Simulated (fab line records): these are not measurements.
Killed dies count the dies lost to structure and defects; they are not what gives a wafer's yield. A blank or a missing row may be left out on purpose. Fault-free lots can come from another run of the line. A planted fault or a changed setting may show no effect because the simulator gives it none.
What tool caused it?	flow nandHarc	12 lots with 36 wafers sampled at 6 steps, on a route of 1302 steps

WHAT THE GAUGES READ, wafer by wafer
NHARC_A_ONON_D1_THK_MEAS_27: measures by ellipsometry. Usual: thkNm at 998 nm, with a standard deviation of 9.1.
lot	measured	on	thkNm (nm)	flag
L123	day 8 11:53	filmMetro-02	1011 1012 1011	
L125	day 8 23:58	filmMetro-02	1002 1003 1004	
L131	day 11 19:17	filmMetro-02	628 631 628	OFF
L135	day 12 23:22	filmMetro-02	1016 1017 1016	
L134	day 12 23:22	filmMetro-01	636 633 633	OFF
L138	day 14 15:24	filmMetro-02	1008 1007 1008	
L140	day 15 16:43	filmMetro-01	989 990 992	
L141	day 15 16:45	filmMetro-02	991 990 989	
L142	day 15 23:28	filmMetro-01	1004 1005 1004	
L144	day 16 21:44	filmMetro-01	1003 1004 1004	
L145	day 17 10:52	filmMetro-01	1004 1008 1007	
L146	day 17 15:14	filmMetro-02	1006 1003 1003	

NHARC_END_SORT_01. Usual: killedAtArray 59, standard deviation 21; killedAtOther 1.0, standard deviation 1.1; killedAtPeriphery 4.0, standard deviation 2.6; killedDies 64, standard deviation 21; killedOpen 3.2, standard deviation 1.7; killedShort 2.5, standard deviation 1.5.
lot	measured	on	killedAtArray	killedAtOther	killedAtPeriphery	killedDies	killedOpen	killedShort	flag
L131	day 28 05:12	prober-01	671 669 671	2 5 3	4 3 3	677 677 677	2 4 3	2 3 2	OFF
L134	day 29 01:24	prober-01	673 673 675	1 1 0	3 3 2	677 677 677	4 4 4	3 1 2	OFF

WHICH TOOL RAN EACH LOT (tool, then ch and the chambers of the sampled wafers, then the start)
lot	NHARC_P_BONDPAD_ETCH_37	NHARC_P_BONDPAD_ANNEAL_28	NHARC_A_ONON_D1_DEP_25	NHARC_A_CHANNEL_HOLE_D1_DEP_00
L123	rieDiel-04 ch 1,2,3, day 6 17:23	rtpAnneal-02 ch 0, day 6 19:04	pecvdOnon-02 ch 0, day 8 11:26	aclDep-01 ch 0, day 8 17:04
L125	rieDiel-04 ch 1,2, day 7 07:57	rtpAnneal-01 ch 0, day 7 09:34	pecvdOnon-03 ch 0, day 8 23:28	aclDep-02 ch 0, day 9 04:17
L131	rieDiel-05 ch 0,1,2, day 10 02:53	rtpAnneal-01 ch 0, day 10 04:30	pecvdOnon-02 ch 0, day 11 18:47	-
L135	rieDiel-04 ch 0,2,3, day 11 09:35	rtpAnneal-02 ch 0, day 11 11:46	pecvdOnon-04 ch 0, day 12 22:52	aclDep-02 ch 0, day 13 02:42
L134	rieDiel-04 ch 1,2,3, day 11 10:14	rtpAnneal-01 ch 0, day 11 12:05	pecvdOnon-02 ch 0, day 12 22:52	-
L138	rieDiel-04 ch 0,2,3, day 13 01:00	rtpAnneal-02 ch 0, day 13 02:49	pecvdOnon-04 ch 0, day 14 14:53	aclDep-02 ch 0, day 14 20:31
L140	rieDiel-04 ch 1,3, day 13 23:31	rtpAnneal-02 ch 0, day 14 01:11	pecvdOnon-03 ch 0, day 15 16:12	aclDep-03 ch 0, day 15 17:54
L141	rieDiel-04 ch 0,3, day 14 03:17	rtpAnneal-02 ch 0, day 14 04:58	pecvdOnon-02 ch 0, day 15 16:14	aclDep-01 ch 0, day 15 18:02
L142	rieDiel-05 ch 1,2,3, day 14 09:56	rtpAnneal-02 ch 0, day 14 11:32	pecvdOnon-04 ch 0, day 15 22:58	aclDep-01 ch 0, day 16 00:38
L144	rieDiel-04 ch 0,1,3, day 15 07:22	rtpAnneal-01 ch 0, day 15 08:58	pecvdOnon-03 ch 0, day 16 21:14	aclDep-01 ch 0, day 17 05:33
L145	rieDiel-05 ch 0,1,3, day 15 19:26	rtpAnneal-01 ch 0, day 15 21:04	pecvdOnon-02 ch 0, day 17 10:22	aclDep-02 ch 0, day 17 13:54
L146	rieDiel-06 ch 0,1,3, day 16 01:05	rtpAnneal-02 ch 0, day 16 02:48	pecvdOnon-02 ch 0, day 17 14:43	aclDep-01 ch 0, day 17 18:25
- NHARC_P_BONDPAD_ETCH_37: etches the open film in N2/H2, target depth 60 nm, overetch 18 nm, time 65.91 s.
- NHARC_P_BONDPAD_ANNEAL_28: time 90 s.
- NHARC_A_ONON_D1_DEP_25: target thk 1000 nm.
- NHARC_A_CHANNEL_HOLE_D1_DEP_00: deposits aC, target thk 3100 nm.

AS READ BY THE TOOLS THEMSELVES (means over the sampled wafers that have a number; for cases with no such wafer, the mark the record gives instead)
NHARC_P_BONDPAD_ETCH_37. Usual: drypumpMotorCurrentA 5.6 A, standard deviation 0.39; oesProductAu 1.006 a.u., standard deviation 0.014; rfVppV 429.9 V, standard deviation 2; showerheadPlenumPTorr 2.02 Torr, standard deviation 0.069; throttleValvePct 14.170 %, standard deviation 0.009.
lot	tool	drypumpMotorCurrentA (A)	oesProductAu (a.u.)	rfVppV (V)	showerheadPlenumPTorr (Torr)	throttleValvePct (%)	flag
L123	rieDiel-04	5.2	1.020	430.7	2.05	14.177	
L125	rieDiel-04	5.3	0.999	431.4	2.07	14.162	
L131	rieDiel-05	5.6	1.011	428.2	1.96	14.174	
L135	rieDiel-04	5.3	1.000	431.5	2.04	14.169	
L134	rieDiel-04	5.2	1.008	430.6	2.05	14.178	
L138	rieDiel-04	5.3	0.995	431.3	2.04	14.171	
L140	rieDiel-04	5.5	1.015	429.7	2.01	14.182	
L141	rieDiel-04	5.6	1.021	428.9	2.00	14.174	
L142	rieDiel-05	5.6	1.007	428.5	2.00	14.167	
L144	rieDiel-04	5.6	1.016	430.0	2.00	14.173	
L145	rieDiel-05	5.5	1.011	429.6	2.01	14.177	
L146	rieDiel-06	5.8	0.994	431.5	2.08	14.172	

NHARC_P_BONDPAD_ANNEAL_28. Usual: wafer_temp_C_max at 226.3, with a standard deviation of 0.4.
lot	tool	wafer_temp_C_max	flag
L123	rtpAnneal-02	226.2	
L125	rtpAnneal-01	227.1	
L131	rtpAnneal-01	226.5	
L135	rtpAnneal-02	225.9	
L134	rtpAnneal-01	226.6	
L138	rtpAnneal-02	225.9	
L140	rtpAnneal-02	225.9	
L141	rtpAnneal-02	226.2	
L142	rtpAnneal-02	226.4	
L144	rtpAnneal-01	227.1	
L145	rtpAnneal-01	226.7	
L146	rtpAnneal-02	226.1	

NHARC_A_ONON_D1_DEP_25. Usual: nh3FlowSccm 500.0 sccm, standard deviation 1.5; susceptorTempC 400.02 C, standard deviation 0.22.
lot	tool	nh3FlowSccm (sccm)	susceptorTempC (C)	flag
L123	pecvdOnon-02	501.3	399.84	
L125	pecvdOnon-03	498.3	400.13	
L131	pecvdOnon-02	499.4	399.86	
L135	pecvdOnon-04	498.0	400.03	
L134	pecvdOnon-02	500.9	400.13	
L138	pecvdOnon-04	500.2	400.18	
L140	pecvdOnon-03	499.1	399.88	
L141	pecvdOnon-02	499.4	400.01	
L142	pecvdOnon-04	499.7	399.76	
L144	pecvdOnon-03	500.6	399.80	
L145	pecvdOnon-02	500.9	400.02	
L146	pecvdOnon-02	499.9	399.85	

NHARC_A_CHANNEL_HOLE_D1_DEP_00. Usual: susceptorTempC 400.00 C, standard deviation 0.21; throttleValvePct 35.000 %, standard deviation 0.0098.
lot	tool	susceptorTempC (C)	throttleValvePct (%)	flag
L123	aclDep-01	-	34.995	OFF
L125	aclDep-02	-	35.003	OFF
L135	aclDep-02	400.28	35.005	
L138	aclDep-02	-	34.989	OFF
L140	aclDep-03	400.18	34.994	
L141	aclDep-01	400.05	34.994	
L142	aclDep-01	400.14	34.997	
L144	aclDep-01	-	35.003	OFF
L145	aclDep-02	399.95	34.996	
L146	aclDep-01	-	35.004	OFF

THE ANSWER, worked out from the rows above alone
Rule: a lot counts as off when the mean over its wafers that have a number is more than 3 standard deviations away from the usual mean. A lot without any number at a reading at which 4 lots or more have one is off too. The other lots that the step has rows for count as sound. After the gauges, taken in route order, come the tools' own readings; for these a lot's mean is taken, as printed above. At the first step where some lot is off, the reading lying furthest off is the one used; lots without a number count as furthest.
Off, at NHARC_A_ONON_D1_THK_MEAS_27 on thkNm: L131, L134.
If a tool, at a process step before that reading, ran all the lots that are off and no sound lot after the first of them, it fits. Not tried: the gauges at NHARC_A_ONON_D1_THK_MEAS_27; whatever is off there is also off at NHARC_END_SORT_01, on other tools, and gauge error can't account for it. Of those tried, none fits.

WHAT THE SIMULATOR PUT IN
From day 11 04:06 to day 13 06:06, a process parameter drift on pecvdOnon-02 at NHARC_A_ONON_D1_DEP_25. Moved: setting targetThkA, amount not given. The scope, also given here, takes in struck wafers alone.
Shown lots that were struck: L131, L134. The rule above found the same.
